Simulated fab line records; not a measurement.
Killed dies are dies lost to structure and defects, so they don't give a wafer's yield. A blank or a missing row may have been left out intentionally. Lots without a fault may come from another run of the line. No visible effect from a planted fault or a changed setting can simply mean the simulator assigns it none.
Lot-split experiment || flow n5Finfet || 21 wafers read across 7 lots, on a route 1938 steps long

THE SPLIT ITSELF
At N5_HKMG_FIN_EXPOSE_09 (exposes mask NWFM), the setting doseMj was moved away from the recipe's 39.25 on 8 of the 21 wafers read, by -6.3% to +7.0%. This setting was run at the recipe's value on the other wafers.

FROM THE SPLIT TO THE READING: what the file shows between them, 2 steps
- N5_HKMG_FIN_PEB_10: peb time 60 s
- N5_HKMG_FIN_DEVELOP_11: develop time 30 s

THE READING
Shown in nm: cdNm at N5_HKMG_FIN_CD_MEAS_12, with target cd 92.8 nm. A value of 92.9 nm with a standard deviation of 0.71 nm is what fault-free wafers of this fab line usually give.

{"wafer": "L076.2", "tool, chamber at the split": "arfiScanner-01, 0", "doseMj as run": 39.25, "against the recipe": "recipe", "cdNm, nm": 93.5, "against lot-mates on the recipe": "-"}
{"wafer": "L076.3", "tool, chamber at the split": "arfiScanner-01, 0", "doseMj as run": 39.25, "against the recipe": "recipe", "cdNm, nm": 92.4, "against lot-mates on the recipe": "-"}
{"wafer": "L076.6", "tool, chamber at the split": "arfiScanner-01, 0", "doseMj as run": 39.25, "against the recipe": "recipe", "cdNm, nm": 92.9, "against lot-mates on the recipe": "-"}
{"wafer": "L077.2", "tool, chamber at the split": "arfiScanner-01, 0", "doseMj as run": 37.93, "against the recipe": "-3.4%", "cdNm, nm": 91.3, "against lot-mates on the recipe": -0.5}
{"wafer": "L077.5", "tool, chamber at the split": "arfiScanner-01, 0", "doseMj as run": 39.25, "against the recipe": "recipe", "cdNm, nm": 91.8, "against lot-mates on the recipe": "-"}
{"wafer": "L077.6", "tool, chamber at the split": "arfiScanner-01, 0", "doseMj as run": 37.93, "against the recipe": "-3.4%", "cdNm, nm": 89.8, "against lot-mates on the recipe": -2.0}
{"wafer": "L084.2", "tool, chamber at the split": "arfiScanner-03, 0", "doseMj as run": 39.25, "against the recipe": "recipe", "cdNm, nm": 93.4, "against lot-mates on the recipe": "-"}
{"wafer": "L084.4", "tool, chamber at the split": "arfiScanner-03, 0", "doseMj as run": 42, "against the recipe": "+7.0%", "cdNm, nm": 97.9, "against lot-mates on the recipe": "+4.8"}
{"wafer": "L084.6", "tool, chamber at the split": "arfiScanner-03, 0", "doseMj as run": 39.25, "against the recipe": "recipe", "cdNm, nm": 92.9, "against lot-mates on the recipe": "-"}
{"wafer": "L086.1", "tool, chamber at the split": "arfiScanner-01, 0", "doseMj as run": 39.25, "against the recipe": "recipe", "cdNm, nm": 92.2, "against lot-mates on the recipe": "-"}
{"wafer": "L086.3", "tool, chamber at the split": "arfiScanner-01, 0", "doseMj as run": 39.25, "against the recipe": "recipe", "cdNm, nm": 92.1, "against lot-mates on the recipe": "-"}
{"wafer": "L086.5", "tool, chamber at the split": "arfiScanner-01, 0", "doseMj as run": 36.77, "against the recipe": "-6.3%", "cdNm, nm": 88.6, "against lot-mates on the recipe": -3.6}
{"wafer": "L087.1", "tool, chamber at the split": "arfiScanner-03, 0", "doseMj as run": 40.02, "against the recipe": "+2.0%", "cdNm, nm": 92.6, "against lot-mates on the recipe": "+0.6"}
{"wafer": "L087.2", "tool, chamber at the split": "arfiScanner-03, 0", "doseMj as run": 39.25, "against the recipe": "recipe", "cdNm, nm": 92.0, "against lot-mates on the recipe": "-"}
{"wafer": "L087.5", "tool, chamber at the split": "arfiScanner-03, 0", "doseMj as run": 40.02, "against the recipe": "+2.0%", "cdNm, nm": 94.0, "against lot-mates on the recipe": "+2.0"}
{"wafer": "L094.1", "tool, chamber at the split": "arfiScanner-01, 0", "doseMj as run": 41.11, "against the recipe": "+4.7%", "cdNm, nm": 96.9, "against lot-mates on the recipe": "+4.1"}
{"wafer": "L094.5", "tool, chamber at the split": "arfiScanner-01, 0", "doseMj as run": 41.11, "against the recipe": "+4.7%", "cdNm, nm": 96.9, "against lot-mates on the recipe": "+4.1"}
{"wafer": "L094.6", "tool, chamber at the split": "arfiScanner-01, 0", "doseMj as run": 39.25, "against the recipe": "recipe", "cdNm, nm": 92.8, "against lot-mates on the recipe": "-"}
{"wafer": "L096.3", "tool, chamber at the split": "arfiScanner-03, 0", "doseMj as run": 39.25, "against the recipe": "recipe", "cdNm, nm": 93.7, "against lot-mates on the recipe": "-"}
{"wafer": "L096.4", "tool, chamber at the split": "arfiScanner-03, 0", "doseMj as run": 39.25, "against the recipe": "recipe", "cdNm, nm": 92.4, "against lot-mates on the recipe": "-"}
{"wafer": "L096.6", "tool, chamber at the split": "arfiScanner-03, 0", "doseMj as run": 39.25, "against the recipe": "recipe", "cdNm, nm": 92.4, "against lot-mates on the recipe": "-"}

THE FIT
A straight line over all 21 wafers: cdNm changes by +0.723 nm for each +1% of doseMj; r = +0.95; the points scatter about the line by 0.7 nm.
The same after taking each lot's own level away (the mean of its wafers on the recipe; 21 wafers): +0.648 nm for each +1%; r = +0.95; scatter 0.61 nm.
On that fit, the largest move of doseMj shifts the reading by 4.5 nm.
From 91.80 to 93.15 nm: that is the span of the lots' own levels, equal to 1.9 times the standard deviation above.
Hence the slope depends on the lot-to-lot level, as the two fits are not the same.
Check: for one of the wafers moved furthest among these (+7.0%), held out of the fit, the line's prediction against its lot-mates is +4.77 nm. Against them it came out at +4.75 nm.

THESE WAFERS: OTHER SPLITS
Before the reading, these wafers also passed through other splits. Each is held against what the fit with the lots' levels taken away leaves over:
{"other split on the same wafers": "N5_SD_EPI_P_COAT_03 spinRpm", "wafers away from the commonest value": 4, "r with cdNm (lot level and that fit taken away)": "+0.32"}
{"other split on the same wafers": "N5_HKMG_FIN_HK_ALD_01 aldCycles", "wafers away from the commonest value": 6, "r with cdNm (lot level and that fit taken away)": -0.02}
{"other split on the same wafers": "N5_HKMG_FIN_COAT_06 spinRpm", "wafers away from the commonest value": 11, "r with cdNm (lot level and that fit taken away)": -0.06}

THE FILE'S OWN FIT
cdNm changes by +0.647 nm for each +1% of doseMj, r = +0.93.
